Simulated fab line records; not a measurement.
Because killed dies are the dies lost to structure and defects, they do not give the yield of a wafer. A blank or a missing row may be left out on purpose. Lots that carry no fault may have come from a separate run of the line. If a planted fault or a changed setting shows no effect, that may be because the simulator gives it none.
Comparing a struck lot with a sound one / flow nand-harc / 14 steps out of a route of 1302
Sound: wafers L146.2, L146.3, L146.6. The struck wafers were L151.1, L151.2, L151.6. The cause is named last.
Per side, at each step with rows, come the tool, then ch with its chambers, and then its first start. Under that, the readings that differ: sound wafers / struck wafers / difference of the means / sigmas: that difference in standard deviations of wafers without a fault.
alike: words and numbers the same on both sides, and readings whose means are apart by under 2 such deviations; not compared: readings that were withheld, readings missing a value for some wafer, numbers with overlapping values and no deviation given by the record, and bounds like >300 which may hide the same value.
A row with sigmas, a row that says differs or no value, or rows on one side alone: a step with any of these is where the two part. Non-overlapping numbers with no deviation appear without sigmas and do not part them. Lack of a reading on every wafer of one side parts them only where that side has two or more wafers.

NHARC_P_START_INSPECT_01:
  sound on defect-inspect-01 at day 3 12:02; struck on defect-inspect-02 at day 5 14:02
  alike: raw-defect-count
then, 7 steps without rows for these wafers: NHARC_P_ZERO_WELL_PRECLEAN_00 (cleans in SPM, time 600 s); NHARC_P_ZERO_WELL_SRD_01; NHARC_P_ZERO_WELL_PECVD_02 (deposits SiO2, target thk 10 nm); NHARC_P_ZERO_WELL_DEHYDRATE_03 (time 120 s); NHARC_P_ZERO_WELL_HMDS_04 (time 30 s); NHARC_P_ZERO_WELL_COAT_64 (time 65 s); NHARC_P_ZERO_WELL_COAT_05 (resist thk 600 nm).
NHARC_P_ZERO_WELL_SOFTBAKE_06: time 70 s.
  sound on litho-track-05 ch 0, day 3 12:00; struck on litho-track-05 ch 0, day 5 14:00
reading=heater-power-total-W (W); sound=200.0 199.8 200.9; struck=334.2 332.5 338.8; difference=+134.9; sigmas=+99 or more
  alike: exhaust-pa
then, 4 steps without rows for these wafers: NHARC_P_ZERO_WELL_EBR_07; NHARC_P_ZERO_WELL_EXPOSE_08 (exposes mask P ZERO, target cd 500 nm); NHARC_P_ZERO_WELL_PEB_09 (peb time 80 s); NHARC_P_ZERO_WELL_DEVELOP_10 (time 50 s).
NHARC_P_ZERO_WELL_CD_MEAS_11: target cd 500 nm.
  sound on cd-sem-01 ch 0, day 3 13:07; struck on cd-sem-02 ch 0
reading=cd-nm (nm); sound=502.8 501.6 502.9; struck=491.8 492.9 492.2; difference=-10.1; sigmas=-7
  not compared: hold

== WHERE THEY PART ==
First at NHARC_P_ZERO_WELL_SOFTBAKE_06; last, within this record, at NHARC_P_ZERO_WELL_CD_MEAS_11.

WHY: the cause the simulator had injected
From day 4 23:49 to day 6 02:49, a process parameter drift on litho-track-05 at NHARC_P_ZERO_WELL_SOFTBAKE_06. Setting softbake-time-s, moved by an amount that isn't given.
